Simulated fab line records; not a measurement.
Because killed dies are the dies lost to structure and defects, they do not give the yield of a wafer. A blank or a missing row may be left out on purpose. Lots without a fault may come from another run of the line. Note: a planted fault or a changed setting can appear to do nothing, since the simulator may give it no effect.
Chamber matching	flow n5-finfet	rie-diel-04 running N5_BEOL_M2_ETCHBACK_99: 4 sister chambers
The step etches SiO2 in CHF3, target depth 5 nm, time 10.4 s. 14 wafers are shown with their chamber, then 7 later ones without.

WAFERS, EACH WITH ITS CHAMBER
wafer	chamber	drypump-motor-current-A (A)	oes_ar_750_au (a.u.)	oes-product-au (a.u.)
L075.2	1	5.6	0.84	0.84
L075.5	1	5.5	0.85	0.84
L075.6	0	5.3	0.73	0.72
L081.1	1	5.5	0.83	0.82
L081.3	0	5.3	0.72	0.70
L081.4	0	5.3	0.72	0.70
L083.1	2	6.0	0.77	0.79
L083.4	1	5.6	0.82	0.81
L083.5	2	6.0	0.77	0.78
L086.1	1	5.6	0.80	0.80
L086.3	2	6.0	0.76	0.78
L086.5	3	5.6	0.98	0.98
L089.1	0	5.3	0.71	0.69
L089.4	2	6.0	0.76	0.78

SIGNATURES, as means of the wafers listed above
reading	chamber 0	chamber 1	chamber 2	chamber 3	scatter within a chamber
drypump-motor-current-A	5.300	5.560	6.000	5.600	0.0346
oes_ar_750_au	0.7200	0.8280	0.7650	0.9800	0.0133
oes-product-au	0.7025	0.8220	0.7825	0.9800	0.0135
Rule: a wafer lies at a distance from a chamber equal to the root of the sum of squares, over the readings, of (its reading less the chamber's mean, divided by the reading's scatter). The wafer belongs to the nearest chamber; if the next one is less than 2 further off, it can't be placed. The scatter: take each reading less its chamber's mean, square it, sum over the shown wafers, divide by the number of wafers less the number of chambers, and take the root.

WAFERS MISSING THEIR CHAMBER
wafer	drypump-motor-current-A (A)	oes_ar_750_au (a.u.)	oes-product-au (a.u.)
L089.5	5.3	0.71	0.70
L090.2	5.6	0.97	0.96
L090.3	5.5	0.80	0.79
L090.5	5.6	0.97	0.96
L096.2	5.5	0.79	0.78
L096.4	6.0	0.75	0.76
L096.5	5.6	0.92	0.93

WHICH CHAMBER EACH WENT THROUGH
wafer	from the rows above	in truth
L089.5	0	0
L090.2	3	3
L090.3	1	1
L090.5	3	3
L096.2	1	1
L096.4	2	2
L096.5	3	3
Placed correctly: 7 of 7. Left unplaced by these rows: 0. Placed wrongly: 0.
